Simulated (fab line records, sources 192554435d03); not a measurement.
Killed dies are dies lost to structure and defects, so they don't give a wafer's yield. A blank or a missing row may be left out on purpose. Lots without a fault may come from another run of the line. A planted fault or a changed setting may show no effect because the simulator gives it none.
A struck lot beside a sound one | flow n5_finfet | 39 steps out of a route of 1938
Sound: wafers L587.1, L587.2, L587.5. Struck: wafers L594.2, L594.4. (L594.3 of the same lot was not struck and is left out.) The cause comes at the end.
At each step with rows: each side's tool, then ch and its chambers, then its first start. Under that, the readings that differ: sound wafers | struck wafers | difference of the means | sigmas: that difference in standard deviations of wafers without a fault.
alike: readings whose means differ by less than 2 such deviations, and words and numbers that are the same on both sides. not compared: withheld readings, readings that some wafer has no value for, bounds like >300 that may hide the same value, and numbers for which the record gives no deviation and whose values overlap.
The two part at a step that has a row with sigmas, a row that says differs or no value, or rows on one side only. Numbers that don't overlap but have no deviation are shown without sigmas and don't part them. A reading that every wafer of one side lacks parts them only if that side has two wafers or more.

first, 9 steps without rows for these wafers: N5_BEOL_M14_SOFTBAKE_23 (time 60 s); N5_BEOL_M14_EXPOSE_25 (exposes mask M14, target cd 280 nm); N5_BEOL_M14_PEB_26 (peb time 90 s); N5_BEOL_M14_DEVELOP_27 (develop time 45 s); N5_BEOL_M14_HARDBAKE_32 (time 120 s); N5_BEOL_M14_DESCUM_33 (chemistry O2, time 7.9 s); N5_BEOL_M14_ETCH_67 (etches SiARC in CF4, target depth 143 nm, time 238.3 s); N5_BEOL_M14_ETCH_68 (etches SOC in N2/H2, time 450 s); N5_BEOL_M14_STRIP_69 (strips in N2/H2).
N5_BEOL_M14_TRENCH_ETCH_34: etches SiO2 in C4F8/O2/Ar, target depth 556.65 nm, time 126.9 s.
  sound on rie_diel-04 ch 0,2,3, day 11 18:03; struck on rie_diel-04 ch 2,3, day 13 06:50
  reading                  | sound             | struck      | difference | sigmas
  model.etch.depth_nm (nm) | 559.7 567.2 568.3 | 422.4 426.5 | -140.6     |
  alike: O2_flow_sccm, bias_w, drypump_motor_current_A, he_inner_torr, oes_product_au, rf_vpp_V, showerhead_plenum_p_Torr, throttle_valve_pct
  not compared: rf_hours_counter_h
then, 1 step without rows for these wafers: N5_BEOL_M14_STRIP_70 (strips in C4F8/O2/Ar).
N5_BEOL_M14_OCD_MEAS_35:
  sound on ocd-01, day 11 18:13; struck on ocd-01, day 13 06:59
  reading              | sound       | struck  | difference | sigmas
  trench_depth_nm (nm) | 560 568 568 | 423 427 | -140       | -16
then, 11 steps without rows for these wafers: N5_BEOL_M14_STRIP_37 (strips in O2); N5_BEOL_M14_ETCH_38 (etches SiCN in CF4/N2, target depth 106.5 nm, time 120.6 s); N5_BEOL_M14_PRECLEAN_39 (cleans in residue remover, time 60 s); N5_BEOL_M14_SRD_40 (time 30 s, dry time 30 s); N5_BEOL_M14_DEGAS_41 (time 60 s); N5_BEOL_M14_PRE_CLEAN_42 (time 30 s); N5_BEOL_M14_SPUTTER_43 (material TaN, target thk 15 nm, time 24.19 s); N5_BEOL_M14_SPUTTER_44 (material Ta, target thk 15 nm, time 24.19 s); N5_BEOL_M14_SPUTTER_45 (material Cu, target thk 100 nm, time 16.67 s); N5_BEOL_M14_ECD_47 (material Cu, target thk 1248 nm); N5_BEOL_M14_ANNEAL_48 (time 90 s).
N5_BEOL_M14_CMP_49: polishes, stops on SiO2, t overpolish 5.2 s, target thk 560 nm.
  sound on cmp-04 ch 1,2, day 11 20:08; struck on cmp-01 ch 0,1, day 13 10:01
  reading                                 | sound           | struck    | difference | sigmas
  model.Cu_of_BEOL_M14_ECD_47.thk_nm (nm) | 564 571.4 572.8 | 426.2 429 | -141.8     |
  alike: barrier_field_endpoint_s, motor_current_A, overpolish_run_s, platen_rpm, time_to_endpoint_s
N5_BEOL_M14_THK_MEAS_50: measures by xrf.
  sound on film_metro-02, day 11 20:26; struck on film_metro-02, day 13 10:19
  reading      | sound       | struck  | difference | sigmas
  M14_THK (nm) | 561 571 571 | 425 429 | -141       | -13
then, 2 steps without rows for these wafers: N5_BEOL_M14_PRE_CLEAN_52 (time 15 s); N5_BEOL_M14_DEP_53 (deposits SiCN from 3MS/NH3, target thk 50 nm, time 17.8 s).
N5_BEOL_M14_RS_MEAS_54: measures by four-point-probe.
  sound on film_metro-01, day 11 20:34; struck on film_metro-02, day 13 10:26
  reading         | sound                | struck        | difference | sigmas
  M14_RS (ohm/sq) | 0.0329 0.0326 0.0324 | 0.0439 0.0436 | +0.0111    | +21
then, 9 steps without rows for these wafers: N5_BEOL_M15_ILD_DEP_00 (deposits SiO2 from TEOS/O2, target thk 1629.3 nm, time 346.1 s); N5_BEOL_M15_COAT_58 (time 60 s, resist thk 89 nm); N5_BEOL_M15_COAT_04 (resist thk 800 nm); N5_BEOL_M15_EBR_06; N5_BEOL_M15_SOFTBAKE_05 (time 60 s); N5_BEOL_M15_EXPOSE_07 (exposes mask V14); N5_BEOL_M15_PEB_08 (peb time 90 s); N5_BEOL_M15_DEVELOP_09 (develop time 45 s); N5_BEOL_M15_HARDBAKE_14 (time 120 s).
N5_BEOL_M15_RC_MEAS_101:
  sound on prober-02 ch 0, day 12 02:50; struck on prober-02 ch 0, day 13 16:18
  reading                    | sound                      | struck            | difference | sigmas
  COMB_M11 (S/m)             | 1.69e-11 2.64e-11 1.38e-11 | 1.26e-11 1.23e-11 | -6.58e-12  | -2
  COMB_M12 (S/m)             | 5.9e-12 6.5e-12 5.5e-12    | 9.3e-12 8.9e-12   | +3.1e-12   | +2
  COMB_M6 (S/m)              | 1.9e-11 2.6e-11 2.6e-11    | 3.9e-11 4e-11     | +1.6e-11   | +3
  SERP_M14 (ohm/um)          | 0.156 0.155 0.156          | 0.214 0.213       | +0.058     | +18
  SERP_M14_max_site (ohm/um) | 0.158 0.157 0.157          | 0.216 0.217       | +0.059     | +18
  alike: etest_temp_c, COMB_M10, COMB_M13, COMB_M15, COMB_M5, COMB_M5_max_site, COMB_M7, COMB_M8, COMB_M9, SERP_M10, SERP_M11, SERP_M12, SERP_M13, SERP_M5, SERP_M6, SERP_M7, SERP_M8, SERP_M9
N5_PASSIVATION_PROBE_49:
  sound on prober-01, day 12 17:53; struck on prober-02, day 14 09:43
  alike: defect_limited_yield, killed_at_M0_to_M3, killed_at_M4_up, killed_at_contacts, killed_at_front_end, killed_at_other, killed_dies, killed_open, killed_short, sort_bin_5_function, sort_bin_6_memory, sort_n_pass
  not compared: sort_bin_8_speed

WHERE THEY PART
First at N5_BEOL_M14_OCD_MEAS_35; last, within this record, at N5_BEOL_M15_RC_MEAS_101. Later steps at which nothing parts them and some readings are alike: N5_PASSIVATION_PROBE_49.

WHY: what the simulator had put in
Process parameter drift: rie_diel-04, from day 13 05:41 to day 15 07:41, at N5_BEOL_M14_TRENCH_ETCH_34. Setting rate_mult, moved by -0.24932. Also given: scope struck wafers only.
